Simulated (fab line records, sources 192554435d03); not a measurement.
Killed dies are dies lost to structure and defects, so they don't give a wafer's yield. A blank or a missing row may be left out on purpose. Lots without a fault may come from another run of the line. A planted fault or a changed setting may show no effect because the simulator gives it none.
Chamber matching | flow n5_finfet | N5_BEOL_M9_DESCUM_33 on rie_diel-01: 4 sister chambers
The step chemistry O2, time 7 s. 4 wafers are shown with their chamber, then 11 later ones without.

WAFERS WITH THEIR CHAMBER
wafer  | chamber | drypump_motor_current_A (A)
L080.1 | 2       | 5.3
L088.1 | 1       | 5.4
L088.4 | 3       | 6.0
L091.2 | 0       | 5.5

WAFERS WITHOUT THEIR CHAMBER
wafer  | drypump_motor_current_A (A)
L091.3 | 6.0
L091.5 | 5.5
L095.2 | 5.2
L095.5 | 5.2
L095.6 | 6.1
L097.1 | 6.0
L097.2 | 5.2
L097.3 | 5.5
L097.4 | 5.4
L097.5 | 5.4
L097.6 | 5.3

WHICH CHAMBER EACH WENT THROUGH
wafer  | from the rows above          | in truth
L091.3 | 3                            | 3
L091.5 | can't be placed: 0 or 1      | 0
L095.2 | can't be placed: 2 or 1      | 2
L095.5 | can't be placed: 2 or 1      | 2
L095.6 | 3                            | 3
L097.1 | 3                            | 3
L097.2 | can't be placed: 2 or 1      | 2
L097.3 | can't be placed: 0 or 1      | 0
L097.4 | can't be placed: 1 or 0 or 2 | 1
L097.5 | can't be placed: 1 or 0 or 2 | 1
L097.6 | can't be placed: 2 or 1      | 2
Placed correctly: 3 of 11. Can't be placed from these rows: 8 (the true chamber is among the candidates in 8). Placed wrongly: 0.
How it was worked out, from the rows above alone: a wafer's distance from a chamber is the root of the sum, over the readings, of the square of ((its reading less the chamber's mean) divided by the reading's scatter). The wafer belongs to the nearest chamber; if the next one is less than 2 further off, it can't be placed. A chamber's mean is the mean of its shown wafers. The scatter: with one shown wafer a chamber, the root of the mean of the squares of how far each hidden wafer lies from its nearest shown one.
